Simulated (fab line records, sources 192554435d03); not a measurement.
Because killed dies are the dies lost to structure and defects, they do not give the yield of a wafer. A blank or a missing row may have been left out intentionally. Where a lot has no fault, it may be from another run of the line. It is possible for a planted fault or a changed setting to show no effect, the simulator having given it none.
Lot-split experiment	flow n5 finfet	on a route of 1938 steps: 7 lots, 39 wafers read

== THE SPLIT ==
At N5_SD_EPI_P_EPI_21 (deposits SiGe:B, time 355 s), the setting pressure torr was moved away from the recipe's 20 Torr on 36 of the 39 wafers read, by -19.8% to +8.7%. All remaining wafers had this setting at the recipe value.

== FROM THE SPLIT TO THE READING: what the file shows between them, 3 steps ==
- N5_SD_EPI_P_HM_STRIP_48: strips SiNx in H3PO4, material SiNx, target depth 3 nm
- N5_SD_ACTIVATION_RTA_00: time 0 s
- N5_SD_ACTIVATION_LSA_01: time 0.0008 s

== THE READING ==
RS_SD_P (ohm/sq), read at N5_SD_ACTIVATION_RS_MEAS_03 with a four-point probe. A value of 56.2 ohm/sq with a standard deviation of 0.84 ohm/sq is what fault-free wafers of this fab line usually give.

wafer	tool, chamber at the split	pressure torr as run, Torr	against the recipe	RS_SD_P, ohm/sq	against lot-mates on the recipe
L076.1	epi rpcvd-02, 0	16.03	-19.8%	64.2	no lot-mate on the recipe
L076.2	epi rpcvd-02, 0	16.03	-19.8%	65.3	no lot-mate on the recipe
L076.3	epi rpcvd-02, 0	16.03	-19.8%	65.3	no lot-mate on the recipe
L076.4	epi rpcvd-02, 0	16.03	-19.8%	64.3	no lot-mate on the recipe
L076.5	epi rpcvd-02, 0	16.03	-19.8%	64.8	no lot-mate on the recipe
L076.6	epi rpcvd-02, 0	16.03	-19.8%	65.0	no lot-mate on the recipe
L078.1	epi rpcvd-02, 0	21.69	+8.5%	53.9	no lot-mate on the recipe
L078.2	epi rpcvd-02, 0	21.69	+8.5%	54.1	no lot-mate on the recipe
L078.3	epi rpcvd-02, 0	21.69	+8.5%	54.2	no lot-mate on the recipe
L078.4	epi rpcvd-02, 0	21.69	+8.5%	55.1	no lot-mate on the recipe
L078.5	epi rpcvd-02, 0	21.69	+8.5%	53.8	no lot-mate on the recipe
L078.6	epi rpcvd-02, 0	21.69	+8.5%	54.2	no lot-mate on the recipe
L079.1	epi rpcvd-02, 0	20	recipe	56.7	-
L079.2	epi rpcvd-02, 0	20	recipe	56.3	-
L079.3	epi rpcvd-02, 0	20	recipe	56.1	-
L082.1	epi rpcvd-03, 0	21.43	+7.1%	51.7	no lot-mate on the recipe
L082.2	epi rpcvd-03, 0	21.43	+7.1%	53.5	no lot-mate on the recipe
L082.3	epi rpcvd-03, 0	21.43	+7.1%	53.2	no lot-mate on the recipe
L082.4	epi rpcvd-03, 0	21.43	+7.1%	54.3	no lot-mate on the recipe
L082.5	epi rpcvd-03, 0	21.43	+7.1%	53.1	no lot-mate on the recipe
L082.6	epi rpcvd-03, 0	21.43	+7.1%	52.4	no lot-mate on the recipe
L093.1	epi rpcvd-02, 0	17.73	-11.3%	60.8	no lot-mate on the recipe
L093.2	epi rpcvd-02, 0	17.73	-11.3%	61.2	no lot-mate on the recipe
L093.3	epi rpcvd-02, 0	17.73	-11.3%	61.3	no lot-mate on the recipe
L093.4	epi rpcvd-02, 0	17.73	-11.3%	61.1	no lot-mate on the recipe
L093.5	epi rpcvd-02, 0	17.73	-11.3%	61.9	no lot-mate on the recipe
L093.6	epi rpcvd-02, 0	17.73	-11.3%	61.5	no lot-mate on the recipe
L095.1	epi rpcvd-03, 0	16.58	-17.1%	63.1	no lot-mate on the recipe
L095.2	epi rpcvd-03, 0	16.58	-17.1%	62.7	no lot-mate on the recipe
L095.3	epi rpcvd-03, 0	16.58	-17.1%	62.8	no lot-mate on the recipe
L095.4	epi rpcvd-03, 0	16.58	-17.1%	63.4	no lot-mate on the recipe
L095.5	epi rpcvd-03, 0	16.58	-17.1%	62.8	no lot-mate on the recipe
L095.6	epi rpcvd-03, 0	16.58	-17.1%	62.9	no lot-mate on the recipe
L097.1	epi rpcvd-04, 0	21.74	+8.7%	54.1	no lot-mate on the recipe
L097.2	epi rpcvd-04, 0	21.74	+8.7%	52.8	no lot-mate on the recipe
L097.3	epi rpcvd-04, 0	21.74	+8.7%	54.3	no lot-mate on the recipe
L097.4	epi rpcvd-04, 0	21.74	+8.7%	53.0	no lot-mate on the recipe
L097.5	epi rpcvd-04, 0	21.74	+8.7%	53.7	no lot-mate on the recipe
L097.6	epi rpcvd-04, 0	21.74	+8.7%	54.1	no lot-mate on the recipe

THE FIT
A straight line over all 39 wafers: RS_SD_P changes by -0.387 ohm/sq for each +1% of pressure torr; r = -0.99; the points scatter about the line by 0.76 ohm/sq.
Too few moved wafers have a lot-mate on the recipe to fit a line with each lot's own level taken away.

== THE WHOLE CHAIN: every reading that the file lists as answering this split, in the file's order ==
step	what it does	reading	change (the file's fit)	r (the file's)
N5_SD_EPI_P_EPI_21	deposits SiGe:B, time 355 s	SiGe-B_of_SD_EPI_P_EPI_21.thk nm (the simulator's own value, which no gauge read)	+0.224 nm for each +1% of the setting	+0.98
N5_SD_ACTIVATION_RS_MEAS_03	measures by four-point-probe	RS_SD_P	-0.388 for each +1% of the setting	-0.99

== FILE'S OWN FIT ==
RS_SD_P changes by -0.388 ohm/sq for each +1% of pressure torr, r = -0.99.
